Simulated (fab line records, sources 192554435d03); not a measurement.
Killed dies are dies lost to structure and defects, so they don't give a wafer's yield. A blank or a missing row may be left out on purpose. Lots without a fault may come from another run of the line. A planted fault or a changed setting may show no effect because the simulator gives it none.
Chamber matching | flow n5_finfet | N5_BEOL_M9_CMP_52 on cmp-04: 4 sister chambers
The step polishes, stops on SiCOH lowk, t overpolish 7 s, target thk 140 nm. 4 wafers are shown with their chamber, then 11 later ones without.

WAFERS WITH THEIR CHAMBER
wafer  | chamber | motor_current_A (A)
L092.6 | 3       | 5.4
L092.3 | 2       | 7.1
L092.5 | 0       | 5.5
L091.4 | 1       | 6.0

WAFERS WITHOUT THEIR CHAMBER
wafer  | motor_current_A (A)
L091.5 | 6.6
L091.6 | 5.8
L091.1 | 5.4
L091.2 | 7.0
L091.3 | 5.3
L087.1 | 7.2
L087.2 | 5.8
L087.3 | 5.2
L086.3 | 6.9
L086.4 | 5.5
L086.5 | 7.3

WHICH CHAMBER EACH WENT THROUGH
wafer  | from the rows above          | in truth
L091.5 | can't be placed: 2 or 1      | 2
L091.6 | can't be placed: 1 or 0 or 3 | 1
L091.1 | can't be placed: 3 or 0      | 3
L091.2 | 2                            | 2
L091.3 | can't be placed: 3 or 0      | 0
L087.1 | 2                            | 2
L087.2 | can't be placed: 1 or 0 or 3 | 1
L087.3 | can't be placed: 3 or 0      | 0
L086.3 | 2                            | 2
L086.4 | can't be placed: 0 or 3      | 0
L086.5 | 2                            | 2
Placed correctly: 4 of 11. Can't be placed from these rows: 7 (the true chamber is among the candidates in 7). Placed wrongly: 0.
How it was worked out, from the rows above alone: a wafer's distance from a chamber is the root of the sum, over the readings, of the square of ((its reading less the chamber's mean) divided by the reading's scatter). The wafer belongs to the nearest chamber; if the next one is less than 2 further off, it can't be placed. A chamber's mean is the mean of its shown wafers. The scatter: with one shown wafer a chamber, the root of the mean of the squares of how far each hidden wafer lies from its nearest shown one.
